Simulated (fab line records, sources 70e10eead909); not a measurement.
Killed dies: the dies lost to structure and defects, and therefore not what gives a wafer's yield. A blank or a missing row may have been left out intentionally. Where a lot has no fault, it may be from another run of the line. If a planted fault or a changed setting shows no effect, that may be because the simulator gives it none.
Comparing a struck lot with a sound one	flow nand-harc	15 out of 1302 route steps
Sound: wafers L891.1, L891.2, L891.3. Struck: wafers L904.4, L904.6 (left out: L904.1, a lot-mate that was not struck); the cause follows at the end.
Each step with rows lists, per side, the tool, then ch with its chambers, then its first start. Under that, the readings that differ: sound wafers	struck wafers	difference of the means	sigmas: that difference in standard deviations of wafers without a fault.
alike: a reading whose means differ by less than 2 such deviations, as well as words and numbers matching on both sides. not compared: withheld readings; readings where some wafer has no value; bounds like >300 that might hide an equal value; numbers whose values overlap and for which the record gives no deviation.
Wherever a step has rows on one side only, a row that says differs or no value, or a row with sigmas, the two part there. Non-overlapping numbers with no deviation appear without sigmas and do not part them. A reading that every wafer of one side lacks parts them only if that side has two wafers or more.

first, 4 steps without rows for these wafers: NHARC_A_DECK1_JOINT_CURE_26 (time 32 s); NHARC_A_DECK1_JOINT_ANNEAL_27 (time 3600 s); NHARC_A_DECK1_JOINT_ANNEAL_28 (time 1800 s); NHARC_A_DECK1_JOINT_ANNEAL_29 (time 1800 s).
NHARC_A_DECK1_JOINT_CMP_02: polishes SiOx.
  sound on cmp-01 ch 0,1,3, day 13 06:22; struck on cmp-01 ch 1,2, day 19 01:34
  alike: motor-current-A
then, 1 step without rows for these wafers: NHARC_A_DECK1_JOINT_SRD_15.
NHARC_A_DECK1_JOINT_DEP_16: deposits SiO2, target thk 45 nm.
  sound on pecvd-01 ch 0,1,2, day 13 06:46; struck on pecvd-01 ch 0,1, day 19 01:54
reading	sound	struck	difference	sigmas
since-wet-clean-h (h)	151 151 151	- -	no value on the struck wafers	
  alike: heater-power-w, throttle-valve-pct
NHARC_A_DECK1_JOINT_THK_MEAS_17: measures by ellipsometry.
  struck on film-metro-02, day 19 02:11; sound on film-metro-02, day 13 07:02
  alike: thk-nm
NHARC_A_DECK1_JOINT_INSPECT_05:
  struck on defect-inspect-01, day 19 02:13; sound on defect-inspect-01, day 13 07:04
  alike: raw-defect-count
then, no rows for these wafers at 1 step: NHARC_A_ONON_D2_DEP_00 (target thk 1000 nm).
NHARC_A_ONON_D2_THK_MEAS_02: measures by ellipsometry.
  struck on film-metro-02, day 19 02:47; sound on film-metro-02, day 13 07:43
  alike: thk-nm
NHARC_A_ONON_D2_DEP_03: target thk 1000 nm.
  sound on pecvd-onon-03 ch 0, day 13 07:47; struck on pecvd-onon-02 ch 0, day 19 02:50
  alike: sih4-flow-sccm
NHARC_A_ONON_D2_THK_MEAS_05: measures by ellipsometry.
  struck on film-metro-02, day 19 03:21; sound on film-metro-01, day 13 08:19
reading	sound	struck	difference	sigmas
thk-nm (nm)	998 998 998	1877 1877	+879	+99 or more
then, no rows for these wafers at 1 step: NHARC_A_ONON_D2_DEP_06 (target thk 1000 nm).
-- jump in the record: it breaks off in module A_ONON_D2 and resumes in module END (first step shown: number 1302 of the route), and 13 days separate the struck wafers' starts before and after --
NHARC_END_SORT_01:
  here the record holds rows for the struck wafers (prober-01 ch 0, day 31 20:39) but none for the sound ones

## WHERE THEY PART
At NHARC_A_DECK1_JOINT_DEP_16 first; at NHARC_END_SORT_01 last (within this record only).

WHY: what had been put in by the simulator
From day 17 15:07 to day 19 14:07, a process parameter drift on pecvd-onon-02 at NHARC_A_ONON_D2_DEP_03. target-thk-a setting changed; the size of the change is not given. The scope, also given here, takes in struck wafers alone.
